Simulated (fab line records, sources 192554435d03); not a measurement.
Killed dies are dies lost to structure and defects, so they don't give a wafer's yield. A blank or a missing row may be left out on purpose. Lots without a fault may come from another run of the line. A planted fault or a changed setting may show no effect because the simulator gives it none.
A struck lot beside a sound one | flow n5_finfet | 14 steps out of a route of 1938
Sound: wafers L579.2, L579.3, L579.6. Struck: wafers L582.2, L582.3, L582.6. The cause comes at the end.
At each step with rows: each side's tool, then ch and its chambers, then its first start. Under that, the readings that differ: sound wafers | struck wafers | difference of the means | sigmas: that difference in standard deviations of wafers without a fault.
alike: readings whose means differ by less than 2 such deviations, and words and numbers that are the same on both sides. not compared: withheld readings, readings that some wafer has no value for, bounds like >300 that may hide the same value, and numbers for which the record gives no deviation and whose values overlap.
The two part at a step that has a row with sigmas, a row that says differs or no value, or rows on one side only. Numbers that don't overlap but have no deviation are shown without sigmas and don't part them. A reading that every wafer of one side lacks parts them only if that side has two wafers or more.

first, 2 steps without rows for these wafers: N5_BEOL_M2_STRIP_65 (strips in N2/H2); N5_BEOL_M2_STRIP_75 (strips in N2/H2).
N5_BEOL_M2_STRIP_66: strips in CF4.
  sound on rie_diel-01 ch 0,1,3, day 7 19:57; struck on rie_diel-01 ch 1,2, day 8 20:09
  alike: drypump_motor_current_A, oes_product_au, rf_fwd_power_W, rf_vpp_V, showerhead_plenum_p_Torr, throttle_valve_pct
  not compared: rf_hours_counter_h
N5_BEOL_M2_HM_OPEN_17: chemistry Cl2/BCl3, target TiN, target depth 20 nm, overetch 6 nm.
  sound on rie_metal-03 ch 0,1, day 7 19:59; struck on rie_metal-01 ch 0, day 8 20:13
  alike: drypump_motor_current_A, oes_product_au, rf_fwd_power_W, throttle_valve_pct
  not compared: rf_hours_counter_h
N5_BEOL_M2_STRIP_19: strips in O2.
  sound on rie_diel-01 ch 0,3, day 7 20:06; struck on rie_diel-05 ch 0,2, day 8 20:23
  alike: drypump_motor_current_A, oes_product_au, rf_vpp_V, showerhead_plenum_p_Torr, throttle_valve_pct
  not compared: rf_hours_counter_h
N5_BEOL_M2_CD_MEAS_18: pitch 36 nm, target cd 18 nm.
  sound on cd_sem-01, day 7 20:10; struck on cd_sem-02, day 8 20:28
  alike: cd_nm
then, 6 steps without rows for these wafers: N5_BEOL_M2_COAT_67 (time 60 s, resist thk 60 nm); N5_BEOL_M2_COAT_68 (time 60 s, resist thk 12 nm); N5_BEOL_M2_COAT_76 (time 60 s, resist thk 5 nm); N5_BEOL_M2_COAT_22 (resist thk 30 nm); N5_BEOL_M2_EBR_24; N5_BEOL_M2_SOFTBAKE_23 (time 60 s).
N5_BEOL_M2_EXPOSE_25: exposes mask V1, defocus 5 nm.
  sound on euv_scanner-02 ch 0, day 7 20:29; struck on euv_scanner-01, day 8 20:46
  no value came back on the struck wafers for dipole_opening_deg (degrees), exposure_dose_mJ_cm2; on the sound wafers dipole_opening_deg (degrees) reads 30 30 30
  alike: mask
then, 1 step without rows for these wafers: N5_BEOL_M2_PEB_26 (peb time 60 s).

WHERE THEY PART
Only at N5_BEOL_M2_EXPOSE_25, within this record.

WHY: what the simulator had put in
Skipped step whole: euv_scanner-01, from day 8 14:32 on, at N5_BEOL_M2_EXPOSE_25. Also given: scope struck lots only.
